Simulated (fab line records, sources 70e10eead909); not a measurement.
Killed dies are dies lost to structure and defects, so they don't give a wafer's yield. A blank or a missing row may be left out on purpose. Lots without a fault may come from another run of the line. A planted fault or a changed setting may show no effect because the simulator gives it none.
Problem report in the 8D (eight disciplines) form, filled by code | flow nand_harc | the parts of the form that need people (team, actions taken, sign-off) are left out

1. THE PROBLEM
run_length_s at NHARC_HYBRID_BOND_ACTIVATE_00 reads a mean of 86.8 s on 9 wafers of 3 lots; wafers without a fault read 81.0 s with a standard deviation of 0.35. That is +17 standard deviations from the usual mean.
The step: chemistry N2, time 60 s.
First seen on wafer L936.1, day 25 01:08, on rie_diel-06. The record holds 36 wafers of 12 lots with a number at this step. Rule for "out", or "out of limits": more than 4 standard deviations from the usual mean. The other wafers with a number count as sound.

2. WHAT IT IS AND WHAT IT IS NOT
question                    | is                     | is not
which readings at this step | run_length_s           | drypump_motor_current_A, oes_product_au, rf_vpp_V, showerhead_plenum_p_Torr
which lots                  | L936, L937, L938       | L930, L932, L933, L935, L946, L947, L948, L949, L953
which wafers of those lots  | all that have a number | -
read on which tools         | rie_diel-06            | rie_diel-03
when                        | from day 25 01:08      | up to then (12 sound wafers); but 15 sound wafers of L946, L947, L948, L949, L953 came after

3. SUSPECTS, AND WHAT RULES EACH OUT
Counting: a tool at a process step up to the reading stays a suspect if it ran every lot that is out and no sound lot after the first of them.
- rie_diel-06 at NHARC_HYBRID_BOND_ACTIVATE_00 (chemistry N2, time 60 s): ruled out as a lasting fault. Sound lots L946, L947, L948, L953 ran on it after its first lot that is out, L936 (day 25 01:08).
Left after counting: nothing in the record.

4. THE CAUSE (what the simulator had put in)
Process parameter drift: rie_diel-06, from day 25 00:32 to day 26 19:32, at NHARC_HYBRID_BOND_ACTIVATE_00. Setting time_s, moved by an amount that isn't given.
Counting ruled it out, wrongly.

5. THE CHAIN OF EFFECTS, in route order
Each row: a reading whose mean over the struck wafers that have a number lies more than 3 standard deviations from the usual. Only readings for which the record gives a usual standard deviation are gone through. hours: the time from each lot's start at the first step in this table that gives one to its start at this step, as a median over the lots. sigmas: the change in usual standard deviations.
hours | step                          | reading      | usual  | on struck wafers | change | sigmas
0     | NHARC_HYBRID_BOND_ACTIVATE_00 | run_length_s | 81.0 s | 86.8             | +5.8   | +17
The process steps in it:
- NHARC_HYBRID_BOND_ACTIVATE_00: chemistry N2, time 60 s.

6. WHAT WOULD HAVE CAUGHT IT SOONER
In this record the first reading out of limits was taken at day 25 01:08, 1 hour after the fault began at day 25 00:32.
